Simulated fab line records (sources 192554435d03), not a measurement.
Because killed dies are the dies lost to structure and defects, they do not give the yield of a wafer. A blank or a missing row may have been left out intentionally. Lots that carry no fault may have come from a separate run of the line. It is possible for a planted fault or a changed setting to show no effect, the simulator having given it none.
Which tool was responsible? ; flow n5-finfet ; 24 wafers from 8 lots sampled at 5 of the route's 1938 steps

== WHAT THE GAUGES READ, wafer by wafer ==
N5_BEOL_M4_RC_MEAS_101.
lot;measured;on;IOFF_N_85C (nA/um)
L837;day 9 03:11;prober-02;2.9 3.4 2.4
L838;day 9 06:34;prober-02;2.8 3.1 3.0
L847;day 12 13:55;prober-02;26.5 10.0 10.5
L848;day 11 18:03;prober-01;9.7 8.5 9.6
L850;day 12 23:53;prober-02;2.4 2.7 2.8
L851;day 13 00:07;prober-01;2.6 2.8 3.1
L853;day 13 19:37;prober-02;3.0 3.0 3.2
L855;day 13 21:09;prober-02;3.1 3.4 2.6

== TOOL THAT RAN EACH LOT (tool first, then ch and the chambers of the sampled wafers, then the start) ==
lot;N5_SD_EPI_P_DESCUM_14;N5_SD_EPI_P_ETCH_16;N5_SD_ACTIVATION_RTA_00;N5_SD_ACTIVATION_LSA_01
L837;rie-diel-05 ch 1,2,3, day 3 13:18;rie-diel-05 ch 1,2,3, day 3 13:55;rtp-anneal-01 ch 0, day 3 17:04;laser-anneal-01 ch 0, day 3 17:16
L838;rie-diel-01 ch 0,1, day 3 20:59;rie-diel-01 ch 0,1, day 3 21:36;rtp-anneal-01 ch 0, day 4 01:35;laser-anneal-02 ch 0, day 4 01:47
L847;rie-diel-06 ch 0,1,3, day 6 06:17;rie-diel-06 ch 0,1,3, day 6 06:54;rtp-anneal-01 ch 0, day 6 10:56;laser-anneal-02 ch 0, day 6 11:08
L848;rie-diel-05 ch 0,1,3, day 6 06:37;rie-diel-05 ch 0,1,3, day 6 07:14;rtp-anneal-01 ch 0, day 6 10:26;laser-anneal-01 ch 0, day 6 10:38
L850;rie-diel-06 ch 2,3, day 6 17:46;rie-diel-06 ch 2,3, day 6 18:23;rtp-anneal-02 ch 0, day 6 21:38;laser-anneal-02 ch 0, day 6 21:50
L851;rie-diel-05 ch 0,1,2, day 7 05:17;rie-diel-05 ch 0,1,2, day 7 05:54;rtp-anneal-02 ch 0, day 7 09:04;laser-anneal-01 ch 0, day 7 09:16
L853;rie-diel-05 ch 0,1,2, day 7 13:45;rie-diel-05 ch 0,1,2, day 7 14:22;rtp-anneal-02 ch 0, day 7 17:35;laser-anneal-01 ch 0, day 7 17:47
L855;rie-diel-01 ch 1,2,3, day 8 01:40;rie-diel-01 ch 1,2,3, day 8 02:16;rtp-anneal-02 ch 0, day 8 06:16;laser-anneal-01 ch 0, day 8 06:28
- N5_SD_EPI_P_DESCUM_14: chemistry O2, time 7.9 s.
- N5_SD_EPI_P_ETCH_16: etches SiO2 in CHF3/O2, target depth 5 nm.
- N5_SD_ACTIVATION_RTA_00: time 0 s.
- N5_SD_ACTIVATION_LSA_01: time 0.0008 s.

== THE ANSWER, worked out from the rows above alone ==
Rule: the usual values come from the lots themselves. The widest of any qualifying gaps counts: lots, ordered by their means at a reading, are off when they make up no more than a third of the lots, leave a main group of 4 or more, and stand apart from it by 3 or more times the standard deviation of that group's means. The tables above print the reading to a certain number of digits; a main group whose means all agree to those digits is not used. Also off: a lot with no number at a reading for which 4 or more lots have one. Where the step has rows for the other lots, those lots are counted as sound.
Off: L847, L848, at N5_BEOL_M4_RC_MEAS_101 (IOFF_N_85C). The main group: mean 2.9 nA/um, standard deviation 0.14.
A tool fits if, at a process step before that reading, it ran every lot that is off, and no sound lot after the first of them. Gauges at N5_BEOL_M4_RC_MEAS_101: tried the same way as those tools. One candidate fits, namely rtp-anneal-01 at N5_SD_ACTIVATION_RTA_00. Its last sound lot is L838 (day 4 01:35), its first lot that is off L848 (day 6 10:26): a fault that began between those two fits.

== WHAT HAD BEEN PUT IN BY THE SIMULATOR ==
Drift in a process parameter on rtp-anneal-01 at N5_SD_ACTIVATION_RTA_00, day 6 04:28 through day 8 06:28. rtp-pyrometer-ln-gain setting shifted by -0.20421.
Struck lots among those shown: L848, L847. Same finding as the rule above.
